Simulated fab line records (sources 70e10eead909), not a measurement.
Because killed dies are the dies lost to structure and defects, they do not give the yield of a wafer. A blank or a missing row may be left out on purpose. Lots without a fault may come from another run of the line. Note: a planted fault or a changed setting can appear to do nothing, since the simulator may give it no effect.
What tool caused it? / flow nand_harc / Sampling: 23 lots, 69 wafers, 5 of 1302 route steps

## WHAT THE GAUGES SHOWED, per wafer
NHARC_A_BLC_INSPECT_28.
lot=L074; measured=day 22 19:40; on=defect_inspect-02; raw_defect_count=545 545 482
lot=L076; measured=day 23 11:11; on=defect_inspect-01; raw_defect_count=602 515 596
lot=L075; measured=day 23 16:17; on=defect_inspect-01; raw_defect_count=295 307 246
lot=L077; measured=day 23 17:01; on=defect_inspect-01; raw_defect_count=600 609 580
lot=L078; measured=day 23 19:11; on=defect_inspect-02; raw_defect_count=554 547 584
lot=L079; measured=day 24 22:48; on=defect_inspect-02; raw_defect_count=481 627 483
lot=L080; measured=day 25 13:30; on=defect_inspect-01; raw_defect_count=443 518 536
lot=L081; measured=day 25 17:41; on=defect_inspect-02; raw_defect_count=348 503 399
lot=L082; measured=day 25 22:56; on=defect_inspect-02; raw_defect_count=373 389 458
lot=L083; measured=day 26 09:22; on=defect_inspect-01; raw_defect_count=317 411 303
lot=L084; measured=day 27 02:06; on=defect_inspect-01; raw_defect_count=614 666 578
lot=L087; measured=day 27 19:33; on=defect_inspect-01; raw_defect_count=529 646 525
lot=L085; measured=day 27 22:29; on=defect_inspect-01; raw_defect_count=671 482 434
lot=L086; measured=day 28 04:49; on=defect_inspect-01; raw_defect_count=422 426 469
lot=L090; measured=day 29 02:49; on=defect_inspect-01; raw_defect_count=388 503 498
lot=L091; measured=day 29 04:01; on=defect_inspect-01; raw_defect_count=470 446 480
lot=L089; measured=day 29 12:19; on=defect_inspect-01; raw_defect_count=569 618 556
lot=L088; measured=day 29 13:06; on=defect_inspect-02; raw_defect_count=590 920 642
lot=L093; measured=day 30 03:58; on=defect_inspect-02; raw_defect_count=689 947 604
lot=L092; measured=day 30 05:05; on=defect_inspect-01; raw_defect_count=606 620 512
lot=L095; measured=day 30 21:53; on=defect_inspect-01; raw_defect_count=857 487 621
lot=L097; measured=day 31 05:26; on=defect_inspect-01; raw_defect_count=549 582 506
lot=L096; measured=day 31 11:32; on=defect_inspect-01; raw_defect_count=440 395 374

NHARC_A_BONDPAD_THK_MEAS_30: measures by ellipsometry.
lot=L074; measured=day 23 04:49; on=film_metro-02; thk_nm (nm)=201.4 199.8 200.2
lot=L076; measured=day 23 20:31; on=film_metro-01; thk_nm (nm)=202.5 197.2 200.1
lot=L075; measured=day 24 01:37; on=film_metro-01; thk_nm (nm)=199.6 200.3 196.8
lot=L077; measured=day 24 02:11; on=film_metro-02; thk_nm (nm)=202.1 202.5 200.1
lot=L078; measured=day 24 04:22; on=film_metro-01; thk_nm (nm)=202.8 198.1 197.5
lot=L079; measured=day 25 07:58; on=film_metro-01; thk_nm (nm)=200.4 202.2 202.0
lot=L080; measured=day 26 04:41; on=film_metro-01; thk_nm (nm)=197.1 196.9 198.1
lot=L081; measured=day 26 04:30; on=film_metro-02; thk_nm (nm)=200.1 203.4 199.5
lot=L082; measured=day 26 08:57; on=film_metro-02; thk_nm (nm)=196.7 200.0 200.5
lot=L083; measured=day 26 18:33; on=film_metro-02; thk_nm (nm)=196.6 201.9 200.6
lot=L084; measured=day 27 11:55; on=film_metro-02; thk_nm (nm)=197.5 198.7 197.8
lot=L087; measured=day 28 04:37; on=film_metro-01; thk_nm (nm)=199.2 199.4 199.1
lot=L085; measured=day 28 07:47; on=film_metro-02; thk_nm (nm)=202.6 202.3 199.0
lot=L086; measured=day 28 13:37; on=film_metro-02; thk_nm (nm)=200.0 196.9 196.6
lot=L090; measured=day 29 11:54; on=film_metro-02; thk_nm (nm)=199.1 196.6 198.9
lot=L091; measured=day 29 12:59; on=film_metro-02; thk_nm (nm)=195.7 200.0 197.2
lot=L089; measured=day 29 21:36; on=film_metro-02; thk_nm (nm)=200.6 198.5 200.9
lot=L088; measured=day 29 22:10; on=film_metro-02; thk_nm (nm)=198.5 198.3 197.0
lot=L093; measured=day 30 13:10; on=film_metro-02; thk_nm (nm)=202.6 198.1 200.4
lot=L092; measured=day 30 13:57; on=film_metro-02; thk_nm (nm)=200.3 198.8 197.7
lot=L095; measured=day 31 07:08; on=film_metro-01; thk_nm (nm)=199.4 199.4 198.0
lot=L097; measured=day 31 14:29; on=film_metro-02; thk_nm (nm)=197.0 200.8 195.4
lot=L096; measured=day 31 20:41; on=film_metro-01; thk_nm (nm)=198.6 199.7 199.7

## WHICH TOOL RAN EACH LOT (tool, then ch and the chambers of the sampled wafers, then the start)
lot=L074; NHARC_A_CONTACT_STRIP_26=rie_diel-08 ch 0,1,2, day 22 19:40 or earlier; NHARC_A_M0_CMP_23=cmp-01 ch 2,3, day 22 22:46; NHARC_A_M1_ETCH_28=rie_diel-01 ch 0,1,3, day 23 04:49 or earlier
lot=L076; NHARC_A_CONTACT_STRIP_26=rie_diel-08 ch 0,1, day 23 11:11 or earlier; NHARC_A_M0_CMP_23=cmp-02 ch 1,2,3, day 23 14:21; NHARC_A_M1_ETCH_28=rie_diel-09 ch 1,2,3, day 23 20:31 or earlier
lot=L075; NHARC_A_CONTACT_STRIP_26=rie_diel-08 ch 0,1,3, day 23 16:17 or earlier; NHARC_A_M0_CMP_23=cmp-03 ch 0,1,2, day 23 19:40; NHARC_A_M1_ETCH_28=rie_diel-12 ch 0,3, day 24 01:37 or earlier
lot=L077; NHARC_A_CONTACT_STRIP_26=rie_diel-08 ch 0,1,3, day 23 17:01 or earlier; NHARC_A_M0_CMP_23=cmp-03 ch 0,3, day 23 20:09; NHARC_A_M1_ETCH_28=rie_diel-12 ch 1,2,3, day 24 02:11 or earlier
lot=L078; NHARC_A_CONTACT_STRIP_26=rie_diel-08 ch 0,1, day 23 19:11 or earlier; NHARC_A_M0_CMP_23=cmp-01 ch 0,1,3, day 23 22:16; NHARC_A_M1_ETCH_28=rie_diel-12 ch 0,1,3, day 24 04:22 or earlier
lot=L079; NHARC_A_CONTACT_STRIP_26=rie_diel-08 ch 1,2,3, day 24 22:48 or earlier; NHARC_A_M0_CMP_23=cmp-03 ch 0,1,2, day 25 01:55; NHARC_A_M1_ETCH_28=rie_diel-12 ch 0,1,2, day 25 07:58 or earlier
lot=L080; NHARC_A_CONTACT_STRIP_26=rie_diel-04 ch 1,3, day 25 13:30 or earlier; NHARC_A_M0_CMP_23=cmp-01 ch 0,1,3, day 25 16:37; NHARC_A_M1_ETCH_28=rie_diel-01 ch 1,2, day 26 04:41 or earlier
lot=L081; NHARC_A_CONTACT_STRIP_26=rie_diel-04 ch 1,3, day 25 17:41 or earlier; NHARC_A_M0_CMP_23=cmp-02 ch 0,3, day 25 21:06; NHARC_A_M1_ETCH_28=rie_diel-09 ch 0,1,2, day 26 04:30 or earlier
lot=L082; NHARC_A_CONTACT_STRIP_26=rie_diel-04 ch 0,1, day 25 22:56 or earlier; NHARC_A_M0_CMP_23=cmp-01 ch 1,3, day 26 02:02; NHARC_A_M1_ETCH_28=rie_diel-12 ch 1,2, day 26 08:57 or earlier
lot=L083; NHARC_A_CONTACT_STRIP_26=rie_diel-04 ch 1,2,3, day 26 09:22 or earlier; NHARC_A_M0_CMP_23=cmp-01 ch 1,2, day 26 12:19; NHARC_A_M1_ETCH_28=rie_diel-09 ch 1,2,3, day 26 18:33 or earlier
lot=L084; NHARC_A_CONTACT_STRIP_26=rie_diel-10 ch 0,1,2, day 27 02:06 or earlier; NHARC_A_M0_CMP_23=cmp-03 ch 1,2, day 27 05:13; NHARC_A_M1_ETCH_28=rie_diel-12 ch 0,1,3, day 27 11:55 or earlier
lot=L087; NHARC_A_CONTACT_STRIP_26=rie_diel-08 ch 0,1,3, day 27 19:33 or earlier; NHARC_A_M0_CMP_23=cmp-01 ch 0,1,2, day 27 22:37; NHARC_A_M1_ETCH_28=rie_diel-09 ch 0,1,3, day 28 04:37 or earlier
lot=L085; NHARC_A_CONTACT_STRIP_26=rie_diel-10 ch 0,1, day 27 22:29 or earlier; NHARC_A_M0_CMP_23=cmp-03 ch 2,3, day 28 01:30; NHARC_A_M1_ETCH_28=rie_diel-01 ch 0,2,3, day 28 07:47 or earlier
lot=L086; NHARC_A_CONTACT_STRIP_26=rie_diel-04 ch 1,2,3, day 28 04:49 or earlier; NHARC_A_M0_CMP_23=cmp-01 ch 0,1,2, day 28 07:46; NHARC_A_M1_ETCH_28=rie_diel-12 ch 0,1,3, day 28 13:37 or earlier
lot=L090; NHARC_A_CONTACT_STRIP_26=rie_diel-10 ch 1,2,3, day 29 02:49 or earlier; NHARC_A_M0_CMP_23=cmp-02 ch 1,3, day 29 05:55; NHARC_A_M1_ETCH_28=rie_diel-01 ch 1,2,3, day 29 11:54 or earlier
lot=L091; NHARC_A_CONTACT_STRIP_26=rie_diel-04 ch 0,1,3, day 29 04:01 or earlier; NHARC_A_M0_CMP_23=cmp-02 ch 1,2,3, day 29 07:07; NHARC_A_M1_ETCH_28=rie_diel-01 ch 1,2,3, day 29 12:59 or earlier
lot=L089; NHARC_A_CONTACT_STRIP_26=rie_diel-10 ch 0,1, day 29 12:19 or earlier; NHARC_A_M0_CMP_23=cmp-02 ch 1,2,3, day 29 15:25; NHARC_A_M1_ETCH_28=rie_diel-09 ch 0,1, day 29 21:36 or earlier
lot=L088; NHARC_A_CONTACT_STRIP_26=rie_diel-04 ch 0,3, day 29 13:06 or earlier; NHARC_A_M0_CMP_23=cmp-01 ch 0,1,3, day 29 16:17; NHARC_A_M1_ETCH_28=rie_diel-01 ch 1,2,3, day 29 22:10 or earlier
lot=L093; NHARC_A_CONTACT_STRIP_26=rie_diel-10 ch 0,1,2, day 30 03:58 or earlier; NHARC_A_M0_CMP_23=cmp-03 ch 0,1,2, day 30 07:03; NHARC_A_M1_ETCH_28=rie_diel-01 ch 1,2,3, day 30 13:10 or earlier
lot=L092; NHARC_A_CONTACT_STRIP_26=rie_diel-04 ch 1,2,3, day 30 05:05 or earlier; NHARC_A_M0_CMP_23=cmp-01 ch 0,2, day 30 08:02; NHARC_A_M1_ETCH_28=rie_diel-09 ch 0,3, day 30 13:57 or earlier
lot=L095; NHARC_A_CONTACT_STRIP_26=rie_diel-10 ch 0,2,3, day 30 21:53 or earlier; NHARC_A_M0_CMP_23=cmp-02 ch 1,3, day 31 01:10; NHARC_A_M1_ETCH_28=rie_diel-09 ch 0,2,3, day 31 07:08 or earlier
lot=L097; NHARC_A_CONTACT_STRIP_26=rie_diel-04 ch 1,3, day 31 05:26 or earlier; NHARC_A_M0_CMP_23=cmp-03 ch 2,3, day 31 08:32; NHARC_A_M1_ETCH_28=rie_diel-12 ch 1,2, day 31 14:29 or earlier
lot=L096; NHARC_A_CONTACT_STRIP_26=rie_diel-10 ch 0,1,3, day 31 11:32 or earlier; NHARC_A_M0_CMP_23=cmp-01 ch 0,2,3, day 31 14:40; NHARC_A_M1_ETCH_28=rie_diel-09 ch 0,3, day 31 20:41 or earlier
- NHARC_A_CONTACT_STRIP_26: strips in O2.
- NHARC_A_M0_CMP_23: polishes, t overpolish 20 s, target thk 113.75 nm.
- NHARC_A_M1_ETCH_28: etches the open film in CF4/N2, target depth 30 nm, time 72.99 s.

## WHAT THE TOOLS THEMSELVES READ (means of the sampled wafers that have a number; where no wafer has one, the mark that the record gives instead)
NHARC_A_CONTACT_STRIP_26.
lot=L074; tool=rie_diel-08; chamber_pressure_mTorr (mTorr)=59.93; drypump_motor_current_A (A)=6.0; oes_product_au (a.u.)=1.010; rf_vpp_V (V)=57.7; showerhead_plenum_p_Torr (Torr)=3.61; throttle_valve_pct (%)=17.034
lot=L076; tool=rie_diel-08; chamber_pressure_mTorr (mTorr)=59.97; drypump_motor_current_A (A)=5.7; oes_product_au (a.u.)=1.009; rf_vpp_V (V)=58.7; showerhead_plenum_p_Torr (Torr)=3.61; throttle_valve_pct (%)=17.034
lot=L075; tool=rie_diel-08; chamber_pressure_mTorr (mTorr)=59.98; drypump_motor_current_A (A)=5.5; oes_product_au (a.u.)=1.000; rf_vpp_V (V)=57.7; showerhead_plenum_p_Torr (Torr)=3.63; throttle_valve_pct (%)=17.037
lot=L077; tool=rie_diel-08; chamber_pressure_mTorr (mTorr)=59.99; drypump_motor_current_A (A)=5.6; oes_product_au (a.u.)=1.003; rf_vpp_V (V)=57.2; showerhead_plenum_p_Torr (Torr)=3.63; throttle_valve_pct (%)=17.041
lot=L078; tool=rie_diel-08; chamber_pressure_mTorr (mTorr)=59.98; drypump_motor_current_A (A)=5.9; oes_product_au (a.u.)=1.011; rf_vpp_V (V)=58.1; showerhead_plenum_p_Torr (Torr)=3.69; throttle_valve_pct (%)=17.040
lot=L079; tool=rie_diel-08; chamber_pressure_mTorr (mTorr)=59.99; drypump_motor_current_A (A)=5.6; oes_product_au (a.u.)=1.005; rf_vpp_V (V)=57.7; showerhead_plenum_p_Torr (Torr)=3.54; throttle_valve_pct (%)=17.035
lot=L080; tool=rie_diel-04; chamber_pressure_mTorr (mTorr)=59.98; drypump_motor_current_A (A)=5.2; oes_product_au (a.u.)=0.990; rf_vpp_V (V)=56.7; showerhead_plenum_p_Torr (Torr)=3.38; throttle_valve_pct (%)=17.043
lot=L081; tool=rie_diel-04; chamber_pressure_mTorr (mTorr)=59.96; drypump_motor_current_A (A)=5.3; oes_product_au (a.u.)=0.996; rf_vpp_V (V)=58.2; showerhead_plenum_p_Torr (Torr)=3.47; throttle_valve_pct (%)=17.047
lot=L082; tool=rie_diel-04; chamber_pressure_mTorr (mTorr)=60.02; drypump_motor_current_A (A)=5.8; oes_product_au (a.u.)=1.003; rf_vpp_V (V)=57.4; showerhead_plenum_p_Torr (Torr)=3.64; throttle_valve_pct (%)=17.034
lot=L083; tool=rie_diel-04; chamber_pressure_mTorr (mTorr)=59.95; drypump_motor_current_A (A)=5.6; oes_product_au (a.u.)=0.997; rf_vpp_V (V)=57.3; showerhead_plenum_p_Torr (Torr)=3.41; throttle_valve_pct (%)=17.031
lot=L084; tool=rie_diel-10; chamber_pressure_mTorr (mTorr)=60.06; drypump_motor_current_A (A)=5.2; oes_product_au (a.u.)=0.993; rf_vpp_V (V)=57.4; showerhead_plenum_p_Torr (Torr)=3.74; throttle_valve_pct (%)=17.038
lot=L087; tool=rie_diel-08; chamber_pressure_mTorr (mTorr)=59.99; drypump_motor_current_A (A)=5.6; oes_product_au (a.u.)=1.002; rf_vpp_V (V)=57.4; showerhead_plenum_p_Torr (Torr)=3.61; throttle_valve_pct (%)=17.030
lot=L085; tool=rie_diel-10; chamber_pressure_mTorr (mTorr)=59.99; drypump_motor_current_A (A)=5.2; oes_product_au (a.u.)=0.987; rf_vpp_V (V)=58.8; showerhead_plenum_p_Torr (Torr)=3.73; throttle_valve_pct (%)=17.040
lot=L086; tool=rie_diel-04; chamber_pressure_mTorr (mTorr)=60.04; drypump_motor_current_A (A)=5.6; oes_product_au (a.u.)=0.992; rf_vpp_V (V)=57.7; showerhead_plenum_p_Torr (Torr)=3.41; throttle_valve_pct (%)=17.029
lot=L090; tool=rie_diel-10; chamber_pressure_mTorr (mTorr)=59.97; drypump_motor_current_A (A)=5.5; oes_product_au (a.u.)=0.989; rf_vpp_V (V)=58.7; showerhead_plenum_p_Torr (Torr)=3.66; throttle_valve_pct (%)=17.033
lot=L091; tool=rie_diel-04; chamber_pressure_mTorr (mTorr)=60.01; drypump_motor_current_A (A)=5.5; oes_product_au (a.u.)=0.996; rf_vpp_V (V)=57.9; showerhead_plenum_p_Torr (Torr)=3.50; throttle_valve_pct (%)=17.032
lot=L089; tool=rie_diel-10; chamber_pressure_mTorr (mTorr)=60.03; drypump_motor_current_A (A)=5.3; oes_product_au (a.u.)=0.988; rf_vpp_V (V)=58.1; showerhead_plenum_p_Torr (Torr)=3.71; throttle_valve_pct (%)=17.035
lot=L088; tool=rie_diel-04; chamber_pressure_mTorr (mTorr)=60.03; drypump_motor_current_A (A)=5.7; oes_product_au (a.u.)=0.995; rf_vpp_V (V)=57.6; showerhead_plenum_p_Torr (Torr)=3.54; throttle_valve_pct (%)=17.028
lot=L093; tool=rie_diel-10; chamber_pressure_mTorr (mTorr)=60.03; drypump_motor_current_A (A)=5.2; oes_product_au (a.u.)=0.996; rf_vpp_V (V)=57.6; showerhead_plenum_p_Torr (Torr)=3.72; throttle_valve_pct (%)=17.037
lot=L092; tool=rie_diel-04; chamber_pressure_mTorr (mTorr)=60.05; drypump_motor_current_A (A)=5.6; oes_product_au (a.u.)=0.990; rf_vpp_V (V)=58.4; showerhead_plenum_p_Torr (Torr)=3.41; throttle_valve_pct (%)=17.039
lot=L095; tool=rie_diel-10; chamber_pressure_mTorr (mTorr)=60.00; drypump_motor_current_A (A)=5.3; oes_product_au (a.u.)=0.990; rf_vpp_V (V)=58.2; showerhead_plenum_p_Torr (Torr)=3.66; throttle_valve_pct (%)=17.033
lot=L097; tool=rie_diel-04; chamber_pressure_mTorr (mTorr)=59.99; drypump_motor_current_A (A)=5.2; oes_product_au (a.u.)=0.983; rf_vpp_V (V)=57.0; showerhead_plenum_p_Torr (Torr)=3.37; throttle_valve_pct (%)=17.028
lot=L096; tool=rie_diel-10; chamber_pressure_mTorr (mTorr)=60.06; drypump_motor_current_A (A)=5.4; oes_product_au (a.u.)=0.989; rf_vpp_V (V)=58.5; showerhead_plenum_p_Torr (Torr)=3.64; throttle_valve_pct (%)=17.024

NHARC_A_M0_CMP_23.
lot=L074; tool=cmp-01; motor_current_A (A)=11.7; retaining_ring_pressure_frac=0.998; slurry_filter_dp_kPa (kPa)=13.38; time_to_endpoint_s (s)=23
lot=L076; tool=cmp-02; motor_current_A (A)=11.6; retaining_ring_pressure_frac=0.999; slurry_filter_dp_kPa (kPa)=13.53; time_to_endpoint_s (s)=28
lot=L075; tool=cmp-03; motor_current_A (A)=11.8; retaining_ring_pressure_frac=1.001; slurry_filter_dp_kPa (kPa)=13.46; time_to_endpoint_s (s)=32
lot=L077; tool=cmp-03; motor_current_A (A)=12.2; retaining_ring_pressure_frac=1.001; slurry_filter_dp_kPa (kPa)=13.52; time_to_endpoint_s (s)=32
lot=L078; tool=cmp-01; motor_current_A (A)=10.8; retaining_ring_pressure_frac=1.000; slurry_filter_dp_kPa (kPa)=13.54; time_to_endpoint_s (s)=29
lot=L079; tool=cmp-03; motor_current_A (A)=11.6; retaining_ring_pressure_frac=0.998; slurry_filter_dp_kPa (kPa)=13.40; time_to_endpoint_s (s)=29
lot=L080; tool=cmp-01; motor_current_A (A)=11.2; retaining_ring_pressure_frac=1.003; slurry_filter_dp_kPa (kPa)=13.57; time_to_endpoint_s (s)=25
lot=L081; tool=cmp-02; motor_current_A (A)=11.0; retaining_ring_pressure_frac=0.992; slurry_filter_dp_kPa (kPa)=13.62; time_to_endpoint_s (s)=27
lot=L082; tool=cmp-01; motor_current_A (A)=11.1; retaining_ring_pressure_frac=0.999; slurry_filter_dp_kPa (kPa)=13.54; time_to_endpoint_s (s)=28
lot=L083; tool=cmp-01; motor_current_A (A)=11.2; retaining_ring_pressure_frac=0.998; slurry_filter_dp_kPa (kPa)=13.45; time_to_endpoint_s (s)=27
lot=L084; tool=cmp-03; motor_current_A (A)=11.1; retaining_ring_pressure_frac=0.998; slurry_filter_dp_kPa (kPa)=13.57; time_to_endpoint_s (s)=29
lot=L087; tool=cmp-01; motor_current_A (A)=11.2; retaining_ring_pressure_frac=1.003; slurry_filter_dp_kPa (kPa)=13.58; time_to_endpoint_s (s)=26
lot=L085; tool=cmp-03; motor_current_A (A)=11.4; retaining_ring_pressure_frac=1.000; slurry_filter_dp_kPa (kPa)=13.47; time_to_endpoint_s (s)=26
lot=L086; tool=cmp-01; motor_current_A (A)=11.1; retaining_ring_pressure_frac=1.003; slurry_filter_dp_kPa (kPa)=13.51; time_to_endpoint_s (s)=28
lot=L090; tool=cmp-02; motor_current_A (A)=10.4; retaining_ring_pressure_frac=1.001; slurry_filter_dp_kPa (kPa)=13.39; time_to_endpoint_s (s)=24
lot=L091; tool=cmp-02; motor_current_A (A)=11.5; retaining_ring_pressure_frac=0.998; slurry_filter_dp_kPa (kPa)=13.33; time_to_endpoint_s (s)=26
lot=L089; tool=cmp-02; motor_current_A (A)=11.5; retaining_ring_pressure_frac=1.000; slurry_filter_dp_kPa (kPa)=13.52; time_to_endpoint_s (s)=22
lot=L088; tool=cmp-01; motor_current_A (A)=10.7; retaining_ring_pressure_frac=1.004; slurry_filter_dp_kPa (kPa)=13.60; time_to_endpoint_s (s)=29
lot=L093; tool=cmp-03; motor_current_A (A)=11.5; retaining_ring_pressure_frac=1.003; slurry_filter_dp_kPa (kPa)=13.55; time_to_endpoint_s (s)=26
lot=L092; tool=cmp-01; motor_current_A (A)=11.5; retaining_ring_pressure_frac=0.998; slurry_filter_dp_kPa (kPa)=13.58; time_to_endpoint_s (s)=26
lot=L095; tool=cmp-02; motor_current_A (A)=11.2; retaining_ring_pressure_frac=0.991; slurry_filter_dp_kPa (kPa)=13.53; time_to_endpoint_s (s)=27
lot=L097; tool=cmp-03; motor_current_A (A)=11.8; retaining_ring_pressure_frac=0.998; slurry_filter_dp_kPa (kPa)=13.33; time_to_endpoint_s (s)=26
lot=L096; tool=cmp-01; motor_current_A (A)=11.5; retaining_ring_pressure_frac=0.997; slurry_filter_dp_kPa (kPa)=13.50; time_to_endpoint_s (s)=25

NHARC_A_M1_ETCH_28.
lot=L074; tool=rie_diel-01; chamber_pressure_mTorr (mTorr)=29.982; drypump_motor_current_A (A)=5.7; oes_product_au (a.u.)=1.007; rf_vpp_V (V)=313.2; showerhead_plenum_p_Torr (Torr)=2.59; throttle_valve_pct (%)=19.793
lot=L076; tool=rie_diel-09; chamber_pressure_mTorr (mTorr)=30.017; drypump_motor_current_A (A)=6.0; oes_product_au (a.u.)=0.996; rf_vpp_V (V)=313.7; showerhead_plenum_p_Torr (Torr)=2.62; throttle_valve_pct (%)=19.794
lot=L075; tool=rie_diel-12; chamber_pressure_mTorr (mTorr)=29.996; drypump_motor_current_A (A)=5.4; oes_product_au (a.u.)=0.988; rf_vpp_V (V)=315.6; showerhead_plenum_p_Torr (Torr)=2.72; throttle_valve_pct (%)=19.800
lot=L077; tool=rie_diel-12; chamber_pressure_mTorr (mTorr)=29.997; drypump_motor_current_A (A)=5.5; oes_product_au (a.u.)=1.001; rf_vpp_V (V)=315.5; showerhead_plenum_p_Torr (Torr)=2.75; throttle_valve_pct (%)=19.800
lot=L078; tool=rie_diel-12; chamber_pressure_mTorr (mTorr)=29.969; drypump_motor_current_A (A)=5.6; oes_product_au (a.u.)=0.995; rf_vpp_V (V)=316.6; showerhead_plenum_p_Torr (Torr)=2.75; throttle_valve_pct (%)=19.785
lot=L079; tool=rie_diel-12; chamber_pressure_mTorr (mTorr)=29.993; drypump_motor_current_A (A)=5.3; oes_product_au (a.u.)=0.993; rf_vpp_V (V)=316.7; showerhead_plenum_p_Torr (Torr)=2.74; throttle_valve_pct (%)=19.787
lot=L080; tool=rie_diel-01; chamber_pressure_mTorr (mTorr)=30.022; drypump_motor_current_A (A)=5.6; oes_product_au (a.u.)=0.997; rf_vpp_V (V)=315.7; showerhead_plenum_p_Torr (Torr)=2.74; throttle_valve_pct (%)=19.798
lot=L081; tool=rie_diel-09; chamber_pressure_mTorr (mTorr)=30.043; drypump_motor_current_A (A)=5.8; oes_product_au (a.u.)=0.991; rf_vpp_V (V)=312.6; showerhead_plenum_p_Torr (Torr)=2.54; throttle_valve_pct (%)=19.795
lot=L082; tool=rie_diel-12; chamber_pressure_mTorr (mTorr)=29.989; drypump_motor_current_A (A)=5.5; oes_product_au (a.u.)=0.998; rf_vpp_V (V)=316.7; showerhead_plenum_p_Torr (Torr)=2.77; throttle_valve_pct (%)=19.798
lot=L083; tool=rie_diel-09; chamber_pressure_mTorr (mTorr)=29.998; drypump_motor_current_A (A)=6.1; oes_product_au (a.u.)=0.993; rf_vpp_V (V)=312.7; showerhead_plenum_p_Torr (Torr)=2.62; throttle_valve_pct (%)=19.790
lot=L084; tool=rie_diel-12; chamber_pressure_mTorr (mTorr)=30.014; drypump_motor_current_A (A)=5.6; oes_product_au (a.u.)=1.004; rf_vpp_V (V)=316.7; showerhead_plenum_p_Torr (Torr)=2.75; throttle_valve_pct (%)=19.796
lot=L087; tool=rie_diel-09; chamber_pressure_mTorr (mTorr)=29.995; drypump_motor_current_A (A)=5.6; oes_product_au (a.u.)=0.999; rf_vpp_V (V)=313.4; showerhead_plenum_p_Torr (Torr)=2.62; throttle_valve_pct (%)=19.793
lot=L085; tool=rie_diel-01; chamber_pressure_mTorr (mTorr)=29.977; drypump_motor_current_A (A)=5.6; oes_product_au (a.u.)=0.995; rf_vpp_V (V)=313.6; showerhead_plenum_p_Torr (Torr)=2.57; throttle_valve_pct (%)=19.802
lot=L086; tool=rie_diel-12; chamber_pressure_mTorr (mTorr)=29.976; drypump_motor_current_A (A)=5.6; oes_product_au (a.u.)=0.995; rf_vpp_V (V)=317.4; showerhead_plenum_p_Torr (Torr)=2.75; throttle_valve_pct (%)=19.785
lot=L090; tool=rie_diel-01; chamber_pressure_mTorr (mTorr)=30.007; drypump_motor_current_A (A)=5.7; oes_product_au (a.u.)=0.987; rf_vpp_V (V)=315.3; showerhead_plenum_p_Torr (Torr)=2.65; throttle_valve_pct (%)=19.791
lot=L091; tool=rie_diel-01; chamber_pressure_mTorr (mTorr)=29.978; drypump_motor_current_A (A)=5.7; oes_product_au (a.u.)=0.996; rf_vpp_V (V)=314.8; showerhead_plenum_p_Torr (Torr)=2.65; throttle_valve_pct (%)=19.796
lot=L089; tool=rie_diel-09; chamber_pressure_mTorr (mTorr)=30.010; drypump_motor_current_A (A)=5.3; oes_product_au (a.u.)=1.004; rf_vpp_V (V)=312.5; showerhead_plenum_p_Torr (Torr)=2.55; throttle_valve_pct (%)=19.790
lot=L088; tool=rie_diel-01; chamber_pressure_mTorr (mTorr)=29.990; drypump_motor_current_A (A)=5.7; oes_product_au (a.u.)=0.998; rf_vpp_V (V)=314.7; showerhead_plenum_p_Torr (Torr)=2.65; throttle_valve_pct (%)=19.795
lot=L093; tool=rie_diel-01; chamber_pressure_mTorr (mTorr)=30.018; drypump_motor_current_A (A)=5.7; oes_product_au (a.u.)=0.992; rf_vpp_V (V)=313.9; showerhead_plenum_p_Torr (Torr)=2.65; throttle_valve_pct (%)=19.797
lot=L092; tool=rie_diel-09; chamber_pressure_mTorr (mTorr)=30.010; drypump_motor_current_A (A)=5.3; oes_product_au (a.u.)=1.001; rf_vpp_V (V)=313.6; showerhead_plenum_p_Torr (Torr)=2.59; throttle_valve_pct (%)=19.791
lot=L095; tool=rie_diel-09; chamber_pressure_mTorr (mTorr)=30.007; drypump_motor_current_A (A)=5.7; oes_product_au (a.u.)=0.992; rf_vpp_V (V)=313.5; showerhead_plenum_p_Torr (Torr)=2.59; throttle_valve_pct (%)=19.794
lot=L097; tool=rie_diel-12; chamber_pressure_mTorr (mTorr)=29.988; drypump_motor_current_A (A)=5.2; oes_product_au (a.u.)=1.011; rf_vpp_V (V)=316.4; showerhead_plenum_p_Torr (Torr)=2.74; throttle_valve_pct (%)=19.799
lot=L096; tool=rie_diel-09; chamber_pressure_mTorr (mTorr)=29.989; drypump_motor_current_A (A)=5.2; oes_product_au (a.u.)=0.990; rf_vpp_V (V)=313.9; showerhead_plenum_p_Torr (Torr)=2.59; throttle_valve_pct (%)=19.793

## THE ANSWER, worked out from the rows above alone
Rule: the usual values come from the lots themselves. The widest of any qualifying gaps counts: lots, ordered by their means at a reading, are off when they make up no more than a third of the lots, leave a main group of 4 or more, and stand apart from it by 3 or more times the standard deviation of that group's means. The tables above print the reading to a certain number of digits; a main group whose means all agree to those digits is not used. A lot without any number at a reading at which 4 lots or more have one is off too. Where the step has rows for the other lots, those lots are counted as sound. Order of review: gauges by route order, followed by the tools' own readings, for which a lot's mean as printed above is used. At the first step where some lot is off, the reading lying furthest off is the one used; lots without a number count as furthest.
No lot is off at any reading shown: from this, nothing can be told.

## WHAT THE SIMULATOR HAD INSERTED
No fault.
